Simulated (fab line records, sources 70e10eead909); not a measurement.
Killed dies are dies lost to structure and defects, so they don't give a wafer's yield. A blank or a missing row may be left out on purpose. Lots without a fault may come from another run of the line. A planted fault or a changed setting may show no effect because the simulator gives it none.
fab line records | flow nand_harc
record lots=6 wafers=18 last_day=33
route steps=1302 shown A_DECK1_JOINT@544 A_ONON_D2@545 END@1302
lots that met no fault: from a run of the same line without faults
start_h: hours from the record's first day to the start of the lot's first wafer shown | wait_h: hours since the lot's step before | " the same as in the row above | L1.1+2: a row that stands for several wafers | - no value, or no start given | * or withheld: withheld | < > ~ a bound
route shown NAME@n: a module of which the file shows steps, and the number in the route of the first | usual: mean/standard deviation of fault-free wafers | same: alike in all rows | chamber/n: place in a boat | sites: the reading at each site | _std_site: their standard deviation | _edge_site: outer sites' mean less inner sites' | radius_mm: how far each site lies from the wafer's centre | mask NAME#n: copy n | behind: the tool/chamber that last shaped the wafer | hold: why the lot was held/for how many hours/how that ended | device: the transistor (n, p or np) that didn't switch | end of line: the same wafers' tests at the end of the route | a step without rows: its recipe alone | killed: dies lost to structure and defects at the first sort, not the wafer's yield | map: a wafer's dies, x killed, . not, _ none there
set.NAME: the setting as run; set.NAME@STEP: as run at that earlier step | model.NAME: the simulator's own value behind a step, which no gauge read
lots at some steps of the route; a table a step, a row a wafer
services: from which hour (start_h, from the record's first day; less than 0 if before it) a tool's chamber was out of use, for how many hours, and why
## steps
# step NHARC_A_DECK1_JOINT_INSPECT_05
# usual raw_defect_count=319/150
# columns lot.wafer tool chamber start_h wait_h raw_defect_count
L822.1 defect_inspect-02 - 341.69 0.0 236
L822.3 " - " " 251
L822.5 " - " " 166
L825.1 defect_inspect-02 - 380.52 0.0 352
L825.5 " - " " 233
L825.6 " - " " 249
L826.1 defect_inspect-02 - 380.52 0.0 785
L826.3 " - " " 709
L826.6 " - " " 585
L827.4 defect_inspect-02 - 415.55 0.0 219
L827.5 " - " " 152
L827.6 " - " " 242
L835.2 defect_inspect-02 - 475.87 0.0 195
L835.3 " - " " 233
L835.6 " - " " 171
L837.1 defect_inspect-01 - 502.41 0.0 362
L837.2 " - " " 1027
L837.5 " - " " 627
# step NHARC_A_ONON_D2_DEP_00
# recipe target_thk_a=10000 n2_flow_sccm=2750 n2o_flow_sccm=2000 nh3_flow_sccm=500 sih4_flow_sccm=210 temp_c=400
# step NHARC_A_ONON_D2_THK_MEAS_02
# recipe thk_meas_gauge=ellipsometry
# usual thk_nm=1001/12
# columns lot.wafer tool chamber start_h wait_h thk_nm
L822.1 film_metro-02 - 342.26 - 986
L822.3 " - " " 987
L822.5 " - " " 987
L825.1 film_metro-01 - 381.09 - 993
L825.5 " - " " 990
L825.6 " - " " 993
L826.1 film_metro-01 - 381.10 - 999
L826.3 " - " " 998
L826.6 " - " " 999
L827.4 film_metro-02 - 416.12 - 1007
L827.5 " - " " 1008
L827.6 " - " " 1008
L835.2 film_metro-01 - 476.45 - 996
L835.3 " - " " 997
L835.6 " - " " 997
L837.1 film_metro-01 - 502.98 - 1003
L837.2 " - " " 1003
L837.5 " - " " 1006
# step NHARC_A_ONON_D2_DEP_03
# recipe target_thk_a=10000 n2_flow_sccm=2750 n2o_flow_sccm=2000 nh3_flow_sccm=500 sih4_flow_sccm=210 temp_c=400
# step NHARC_A_ONON_D2_THK_MEAS_05
# recipe thk_meas_gauge=ellipsometry
# usual thk_nm=1000/10
# columns lot.wafer tool chamber start_h wait_h thk_nm
L822.1 film_metro-02 - 342.83 - 996
L822.3 " - " " 997
L822.5 " - " " 995
L825.1 film_metro-01 - 381.66 - 1004
L825.5 " - " " 1003
L825.6 " - " " 1002
L826.1 film_metro-01 - 381.67 - 999
L826.3 " - " " 1000
L826.6 " - " " 999
L827.4 film_metro-02 - 416.69 - 1004
L827.5 " - " " 1004
L827.6 " - " " 1004
L835.2 film_metro-02 - 477.03 - 991
L835.3 " - " " 989
L835.6 " - " " 989
L837.1 film_metro-01 - 503.55 - 999
L837.2 " - " " 996
L837.5 " - " " 1000
# step NHARC_A_ONON_D2_DEP_06
# recipe target_thk_a=10000 n2_flow_sccm=2750 n2o_flow_sccm=2000 nh3_flow_sccm=500 sih4_flow_sccm=210 temp_c=400
# step NHARC_A_ONON_D2_THK_MEAS_08
# recipe thk_meas_gauge=ellipsometry
# usual thk_nm=1001/9.5
# columns lot.wafer tool chamber start_h wait_h thk_nm
L822.1 film_metro-02 - 343.39 - 1010
L822.3 " - " " 1012
L822.5 " - " " 1012
L826.1 film_metro-01 - 382.23 - 979
L826.3 " - " " 980
L826.6 " - " " 979
L825.1 film_metro-01 - 382.24 - 1002
L825.5 " - " " 1001
L825.6 " - " " 1001
L827.4 film_metro-01 - 417.25 - 997
L827.5 " - " " 998
L827.6 " - " " 998
L835.2 film_metro-02 - 477.59 - 997
L835.3 " - " " 998
L835.6 " - " " 999
L837.1 film_metro-02 - 504.11 - 996
L837.2 " - " " 995
L837.5 " - " " 994
# step NHARC_A_ONON_D2_DEP_09
# recipe target_thk_a=10000 n2_flow_sccm=2750 n2o_flow_sccm=2000 nh3_flow_sccm=500 sih4_flow_sccm=210 temp_c=400
# step NHARC_A_ONON_D2_THK_MEAS_11
# recipe thk_meas_gauge=ellipsometry
# usual thk_nm=997/9.9
# columns lot.wafer tool chamber start_h wait_h thk_nm
L822.1 film_metro-01 - 343.95 - 1001
L822.3 " - " " 998
L822.5 " - " " 1000
L826.1 film_metro-01 - 382.79 - 982
L826.3 " - " " 984
L826.6 " - " " 985
L825.1 film_metro-01 - 382.80 - 975
L825.5 " - " " 974
L825.6 " - " " 975
L827.4 film_metro-01 - 417.95 - 1011
L827.5 " - " " 1007
L827.6 " - " " 1010
L835.2 film_metro-01 - 478.15 - 1002
L835.3 " - " " 1002
L835.6 " - " " 1002
L837.1 film_metro-02 - 504.68 - 1000
L837.2 " - " " 999
L837.5 " - " " 1000
# step NHARC_A_ONON_D2_DEP_12
# recipe target_thk_a=10000 n2_flow_sccm=2750 n2o_flow_sccm=2000 nh3_flow_sccm=500 sih4_flow_sccm=210 temp_c=400
# step NHARC_A_ONON_D2_THK_MEAS_14
# recipe thk_meas_gauge=ellipsometry
# usual thk_nm=997/12
# columns lot.wafer tool chamber start_h wait_h thk_nm
L822.1 film_metro-01 - 344.52 - 999
L822.3 " - " " 1002
L822.5 " - " " 1002
L826.1 film_metro-01 - 383.36 - 1004
L826.3 " - " " 1004
L826.6 " - " " 1005
L825.1 film_metro-01 - 383.39 - 1023
L825.5 " - " " 1019
L825.6 " - " " 1019
L827.4 film_metro-02 - 418.53 - 991
L827.5 " - " " 992
L827.6 " - " " 992
L835.2 film_metro-01 - 478.72 - 1009
L835.3 " - " " 1008
L835.6 " - " " 1009
L837.1 film_metro-01 - 505.25 - 995
L837.2 " - " " 995
L837.5 " - " " 994
# step NHARC_A_ONON_D2_ANNEAL_15
# recipe temp_c=750 time_s=3600
# step NHARC_A_ONON_D2_DEP_16
# recipe target_thk_a=10000 n2_flow_sccm=2750 n2o_flow_sccm=2000 nh3_flow_sccm=500 sih4_flow_sccm=210 temp_c=400
# usual sih4_flow_sccm=210.0/0.62
# columns lot.wafer tool chamber start_h wait_h sih4_flow_sccm
L822.1 pecvd_onon-04 0 351.40 0.4 210.4
L822.3 " 0 " " 210.0
L822.5 " 0 " " 209.5
L826.1 pecvd_onon-04 0 390.20 0.4 210.2
L826.3 " 0 " " 210.2
L826.6 " 0 " " 210.5
L825.1 pecvd_onon-02 0 390.20 0.4 210.4
L825.5 " 0 " " 210.4
L825.6 " 0 " " 209.7
L827.4 pecvd_onon-04 0 425.55 0.6 207.7
L827.5 " 0 " " 209.8
L827.6 " 0 " " 208.6
L835.2 pecvd_onon-04 0 486.58 0.4 209.9
L835.3 " 0 " " 210.3
L835.6 " 0 " " 209.8
L837.1 pecvd_onon-04 0 513.81 0.4 211.2
L837.2 " 0 " " 210.8
L837.5 " 0 " " 211.1
# step NHARC_A_ONON_D2_THK_MEAS_18
# recipe thk_meas_gauge=ellipsometry
# usual thk_nm=1000/11
# columns lot.wafer tool chamber start_h wait_h thk_nm
L822.1 film_metro-01 - 351.91 - 993
L822.3 " - " " 994
L822.5 " - " " 996
L825.1 film_metro-01 - 390.71 - 1001
L825.5 " - " " 1002
L825.6 " - " " 1002
L826.1 film_metro-02 - 390.71 - 1003
L826.3 " - " " 1003
L826.6 " - " " 1005
L827.4 film_metro-02 - 425.89 - 1023
L827.5 " - " " 1023
L827.6 " - " " 1024
L835.2 film_metro-01 - 487.03 - 1495
L835.3 " - " " 1495
L835.6 " - " " 1495
L837.1 film_metro-01 - 514.33 - 1511
L837.2 " - " " 1510
L837.5 " - " " 1511
# step NHARC_A_ONON_D2_DEP_19
# recipe target_thk_a=10000 n2_flow_sccm=2750 n2o_flow_sccm=2000 nh3_flow_sccm=500 sih4_flow_sccm=210 temp_c=400
# step NHARC_END_SORT_01
# recipe temp_c=25
# usual killed_at_array=58/15 killed_at_other=0.8/1.2 killed_at_periphery=3.5/2.5 killed_dies=62/15 killed_open=3.2/1.7 killed_short=2.4/1.5
# same gross_dies=677
# columns lot.wafer tool chamber start_h wait_h killed_at_array killed_at_other killed_at_periphery killed_dies killed_open killed_short
L835.2 prober-02 0 773.36 2.8 677 0 0 677 1 1
L835.3 prober-02 0 774.16 3.1 675 0 2 677 3 2
L835.6 prober-02 0 776.58 4.0 677 0 0 677 1 0
L837.1 prober-01 0 786.88 2.5 675 1 1 677 3 2
L837.2 prober-01 0 787.68 2.8 673 1 3 677 2 6
L837.5 prober-01 0 790.08 3.7 672 1 4 677 6 4
# killed by level:class
L835.2 A_ONON_D2:area_dep=624 A_SLIT:chamber_film_flake=26 A_CHANNEL_HOLE_D1:chamber_film_flake=9 A_CHANNEL_HOLE_D2:chamber_film_flake=7 A_CHANNEL_FILL_D1:chamber_film_flake=4 A_CONTACT:chamber_film_flake=3 A_CHANNEL_HOLE_D2:geometric_particle:short=1 A_M0:geometric_particle:open=1
L835.3 A_ONON_D2:area_dep=607 A_SLIT:chamber_film_flake=38 A_CHANNEL_HOLE_D1:chamber_film_flake=15 A_CHANNEL_HOLE_D2:chamber_film_flake=4 A_CHANNEL_FILL_D1:chamber_film_flake=3 A_WL_FILL:geometric_particle:open=2 P_ZERO_WELL:chamber_film_flake=2 A_CONTACT:chamber_film_flake=2
L835.6 A_ONON_D2:area_dep=604 A_SLIT:chamber_film_flake=43 A_CHANNEL_HOLE_D1:chamber_film_flake=14 A_CHANNEL_HOLE_D2:chamber_film_flake=6 A_CHANNEL_FILL_D1:chamber_film_flake=2 A_CHANNEL_FILL_D2:chamber_film_flake=2 A_WL_FILL:chamber_film_flake=2 A_CONTACT:chamber_film_flake=2
L837.1 A_ONON_D2:area_dep=628 A_CHANNEL_HOLE_D1:chamber_film_flake=22 A_CONTACT:chamber_film_flake=7 A_DECK1_JOINT:chamber_film_flake=4 A_SLIT:chamber_film_flake=4 A_BLC:chamber_film_flake=3 A_CHANNEL_FILL_D2:geometric_particle:short=2 A_CHANNEL_FILL_D1:geometric_particle:open=1
L837.2 A_ONON_D2:area_dep=623 A_CHANNEL_HOLE_D1:chamber_film_flake=28 A_SLIT:chamber_film_flake=5 A_STAIRCASE:chamber_film_flake=4 A_BLC:chamber_film_flake=3 A_ONON_D2:geometric_particle:short=2 A_CONTACT:chamber_film_flake=2 P_CONTACT:geometric_particle:short=1
L837.5 A_ONON_D2:area_dep=619 A_CHANNEL_HOLE_D1:chamber_film_flake=19 A_CONTACT:chamber_film_flake=8 A_SLIT:chamber_film_flake=8 A_BLC:chamber_film_flake=6 A_CHANNEL_HOLE_D2:chamber_film_flake=3 A_STAIRCASE:chamber_film_flake=3 P_CONTACT:geometric_particle:short=2
# map L835.2 (x killed, . not)
____________x____________
_________xxxxxxx_________
_______xxxxxxxxxxx_______
______xxxxxxxxxxxxx______
_____xxxxxxxxxxxxxxx_____
____xxxxxxxxxxxxxxxxx____
____xxxxxxxxxxxxxxxxx____
___xxxxxxxxxxxxxxxxxxx___
___xxxxxxxxxxxxxxxxxxx___
__xxxxxxxxxxxxxxxxxxxxx__
__xxxxxxxxxxxxxxxxxxxxx__
_xxxxxxxxxxxxxxxxxxxxxxx_
_xxxxxxxxxxxxxxxxxxxxxxx_
_xxxxxxxxxxxxxxxxxxxxxxx_
_xxxxxxxxxxxxxxxxxxxxxxx_
_xxxxxxxxxxxxxxxxxxxxxxx_
xxxxxxxxxxxxxxxxxxxxxxxxx
xxxxxxxxxxxxxxxxxxxxxxxxx
xxxxxxxxxxxxxxxxxxxxxxxxx
xxxxxxxxxxxxxxxxxxxxxxxxx
xxxxxxxxxxxxxxxxxxxxxxxxx
_xxxxxxxxxxxxxxxxxxxxxxx_
_xxxxxxxxxxxxxxxxxxxxxxx_
_xxxxxxxxxxxxxxxxxxxxxxx_
_xxxxxxxxxxxxxxxxxxxxxxx_
_xxxxxxxxxxxxxxxxxxxxxxx_
__xxxxxxxxxxxxxxxxxxxxx__
__xxxxxxxxxxxxxxxxxxxxx__
___xxxxxxxxxxxxxxxxxxx___
___xxxxxxxxxxxxxxxxxxx___
____xxxxxxxxxxxxxxxxx____
____xxxxxxxxxxxxxxxxx____
_____xxxxxxxxxxxxxxx_____
______xxxxxxxxxxxxx______
_______xxxxxxxxxxx_______
_________xxxxxxx_________
____________x____________
# map L837.1 (x killed, . not)
____________x____________
_________xxxxxxx_________
_______xxxxxxxxxxx_______
______xxxxxxxxxxxxx______
_____xxxxxxxxxxxxxxx_____
____xxxxxxxxxxxxxxxxx____
____xxxxxxxxxxxxxxxxx____
___xxxxxxxxxxxxxxxxxxx___
___xxxxxxxxxxxxxxxxxxx___
__xxxxxxxxxxxxxxxxxxxxx__
__xxxxxxxxxxxxxxxxxxxxx__
_xxxxxxxxxxxxxxxxxxxxxxx_
_xxxxxxxxxxxxxxxxxxxxxxx_
_xxxxxxxxxxxxxxxxxxxxxxx_
_xxxxxxxxxxxxxxxxxxxxxxx_
_xxxxxxxxxxxxxxxxxxxxxxx_
xxxxxxxxxxxxxxxxxxxxxxxxx
xxxxxxxxxxxxxxxxxxxxxxxxx
xxxxxxxxxxxxxxxxxxxxxxxxx
xxxxxxxxxxxxxxxxxxxxxxxxx
xxxxxxxxxxxxxxxxxxxxxxxxx
_xxxxxxxxxxxxxxxxxxxxxxx_
_xxxxxxxxxxxxxxxxxxxxxxx_
_xxxxxxxxxxxxxxxxxxxxxxx_
_xxxxxxxxxxxxxxxxxxxxxxx_
_xxxxxxxxxxxxxxxxxxxxxxx_
__xxxxxxxxxxxxxxxxxxxxx__
__xxxxxxxxxxxxxxxxxxxxx__
___xxxxxxxxxxxxxxxxxxx___
___xxxxxxxxxxxxxxxxxxx___
____xxxxxxxxxxxxxxxxx____
____xxxxxxxxxxxxxxxxx____
_____xxxxxxxxxxxxxxx_____
______xxxxxxxxxxxxx______
_______xxxxxxxxxxx_______
_________xxxxxxx_________
____________x____________
## services
# columns tool chamber start_h hours kind
pecvd_onon-02 - 366.00 13.0 pm
pecvd_onon-04 - 492.33 13.0 pm
## key
first_sign step=NHARC_A_ONON_D2_THK_MEAS_18 reading=thk_nm direction=up sigmas=45 usual=1000 struck=1503
effect step=NHARC_END_SORT_01 reading=killed_dies direction=up sigmas=42 usual=62 struck=677
more_kills_born_at NHARC_A_ONON_D2_DEP_16@pecvd_onon-04=3705
met_at NHARC_A_ONON_D2_DEP_16
struck_wafers L835.2,L835.3,L835.6,L837.1,L837.2,L837.5
later_rows_left_out L835.2,L835.3,L835.6,L837.1,L837.2,L837.5
tester_left_out L835,L837
onset_between 425.55 486.58
also_fits time
fault kind=process_parameter_drift tool=pecvd_onon-04 chamber=0 onset_h=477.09 steps=NHARC_A_ONON_D2_DEP_16 channel=target_thk_a offset=* shape=step end_h=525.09 acts_in=* stated=*
# tester_left_out: of these lots the tester's yield and bins aren't shown, on N5 and GAA mostly nor the transistor test; their killed dies are dies lost to structure and defects alone, not to doping, threshold or leakage, so they don't give the yield
# later_rows_left_out: the simulator's readings of these wafers behind a module that went badly wrong aren't trusted and aren't shown, but for the sort
